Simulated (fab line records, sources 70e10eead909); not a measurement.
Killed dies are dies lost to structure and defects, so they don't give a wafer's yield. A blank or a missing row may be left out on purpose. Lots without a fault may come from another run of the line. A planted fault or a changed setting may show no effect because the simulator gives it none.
A struck lot beside a sound one | flow nand_harc | 38 steps out of a route of 1302
Sound: wafers L218.1, L218.3, L218.4. Struck: wafers L212.1, L212.5. (L212.6 of the same lot was not struck and is left out.) The cause comes at the end.
At each step with rows: each side's tool, then ch and its chambers, then its first start. Under that, the readings that differ: sound wafers | struck wafers | difference of the means | sigmas: that difference in standard deviations of wafers without a fault.
alike: readings whose means differ by less than 2 such deviations, and words and numbers that are the same on both sides. not compared: withheld readings, readings that some wafer has no value for, bounds like >300 that may hide the same value, and numbers for which the record gives no deviation and whose values overlap.
The two part at a step that has a row with sigmas, a row that says differs or no value, or rows on one side only. Numbers that don't overlap but have no deviation are shown without sigmas and don't part them. A reading that every wafer of one side lacks parts them only if that side has two wafers or more.

first, 8 steps without rows for these wafers: NHARC_A_STAIRCASE_HMDS_434 (time 30 s); NHARC_A_STAIRCASE_COAT_435; NHARC_A_STAIRCASE_SOFTBAKE_436 (time 170 s); NHARC_A_STAIRCASE_EBR_437; NHARC_A_STAIRCASE_EXPOSE_438 (exposes mask STAIR REV); NHARC_A_STAIRCASE_PEB_439 (peb time 130 s); NHARC_A_STAIRCASE_DEVELOP_440 (time 140 s); NHARC_A_STAIRCASE_HARDBAKE_442 (time 140 s).
NHARC_A_STAIRCASE_DESCUM_443: chemistry O2, time 3 s.
  sound on rie_diel-07 ch 0,1,3, day 26 04:17; struck on rie_diel-01 ch 1,2, day 23 12:29
  alike: drypump_motor_current_A, oes_product_au, rf_vpp_V, showerhead_plenum_p_Torr, throttle_valve_pct
  not compared: rf_hours_counter_h
NHARC_A_STAIRCASE_ETCH_444: etches the open film in C4F8/O2, target depth 20400 nm, time 6800 s.
  sound on rie_diel-07 ch 0,2,3, day 26 04:50; struck on rie_diel-01 ch 3, day 23 13:01
  reading            | sound             | struck      | difference | sigmas
  rf_fwd_power_W (W) | 598.6 601.4 599.6 | 604.0 603.9 | +4.1       | +2
  alike: oes_product_au, rf_vpp_V
  not compared: rf_hours_counter_h
NHARC_A_STAIRCASE_STRIP_446: strips in O2.
  sound on plasma_asher-01 ch 0,1, day 26 08:46; struck on plasma_asher-02 ch 0, day 23 16:56
  reading                     | sound          | struck    | difference | sigmas
  drypump_motor_current_A (A) | 5.56 5.42 5.54 | 5.77 5.80 | +0.28      | +2
  alike: heater_power_w
  not compared: rf_hours_counter_h
then, 7 steps without rows for these wafers: NHARC_A_STAIRCASE_STRIP_447 (strips in SPM, time 900 s); NHARC_A_STAIRCASE_PRECLEAN_448 (cleans in SC1); NHARC_A_STAIRCASE_SRD_449; NHARC_A_STAIRCASE_CMP_450 (polishes SiO2, target thk 200 nm); NHARC_A_STAIRCASE_CMP_152 (polishes); NHARC_A_STAIRCASE_SRD_154; NHARC_A_STAIRCASE_ETCH_403 (etches SiO2 in dHF, target depth 108.2 nm).
NHARC_A_STAIRCASE_ETCHBACK_422: etches the open film in CH3F/O2, target depth 40 nm, time 74.286 s.
  sound on rie_diel-04 ch 0,2,3, day 26 10:08; struck on rie_diel-07 ch 3, day 23 18:17
  alike: drypump_motor_current_A, oes_product_au, rf_fwd_power_W, rf_vpp_V, showerhead_plenum_p_Torr, throttle_valve_pct
  not compared: rf_hours_counter_h
then, 3 steps without rows for these wafers: NHARC_A_STAIRCASE_ETCH_423 (etches SiO2 in dHF, target depth 30 nm); NHARC_A_STAIRCASE_ETCHBACK_157 (etches the open film in CH3F/O2, target depth 90 nm, time 167.14 s); NHARC_A_STAIRCASE_STRIP_475 (strips in O2, time 20 s).
NHARC_A_STAIRCASE_DEP_471: deposits SiO2, target thk 100 nm.
  sound on pecvd-04 ch 1,2, day 26 10:49; struck on pecvd-01 ch 0,2, day 23 18:58
  reading                  | sound          | struck    | difference | sigmas
  heater_power_outer_w (W) | 314 281 289    | 423 402   | +118       | +2
  heater_power_w (W)       | 522 508 509    | 659 668   | +150       | +2
  throttle_valve_pct (%)   | 16.3 16.7 16.7 | 15.0 15.8 | -1.2       | -2
  alike: rf_fwd_power_W
NHARC_A_STAIRCASE_CMP_472: polishes SiO2.
  sound on cmp-02 ch 0,1,3, day 26 11:03; struck on cmp-03 ch 0, day 23 19:10
  alike: motor_current_A, retaining_ring_pressure_frac
then, 12 steps without rows for these wafers: NHARC_A_STAIRCASE_SRD_474; NHARC_A_SGD_CUT_DEP_00 (deposits SiNx, target thk 50 nm); NHARC_A_SGD_CUT_DEHYDRATE_01 (time 120 s); NHARC_A_SGD_CUT_HMDS_02 (time 30 s); NHARC_A_SGD_CUT_COAT_56 (time 75 s); NHARC_A_SGD_CUT_COAT_57 (time 65 s); NHARC_A_SGD_CUT_COAT_03 (resist thk 90 nm); NHARC_A_SGD_CUT_SOFTBAKE_04 (time 55 s); NHARC_A_SGD_CUT_EBR_05; NHARC_A_SGD_CUT_EXPOSE_06 (exposes mask SGD); NHARC_A_SGD_CUT_PEB_07 (peb time 65 s); NHARC_A_SGD_CUT_DEVELOP_08 (develop time 35 s).
NHARC_A_SGD_CUT_CD_MEAS_09: target cd 100 nm.
  sound on cd_sem-01 ch 0, day 26 12:13; struck on cd_sem-02 ch 0, day 23 20:19
  alike: cd_nm
-- the record jumps here: 5 days lie between the struck wafers' starts before and after (it left off in module A_SGD_CUT and takes up again in module END, whose first step shown is number 1302 of the route) --
NHARC_END_SORT_01:
  the record has rows for the struck wafers here (prober-02 ch 0, day 29 01:22) and none for the sound ones

WHERE THEY PART
First at NHARC_A_STAIRCASE_ETCH_444; last, within this record, at NHARC_END_SORT_01.

WHY: what the simulator had put in
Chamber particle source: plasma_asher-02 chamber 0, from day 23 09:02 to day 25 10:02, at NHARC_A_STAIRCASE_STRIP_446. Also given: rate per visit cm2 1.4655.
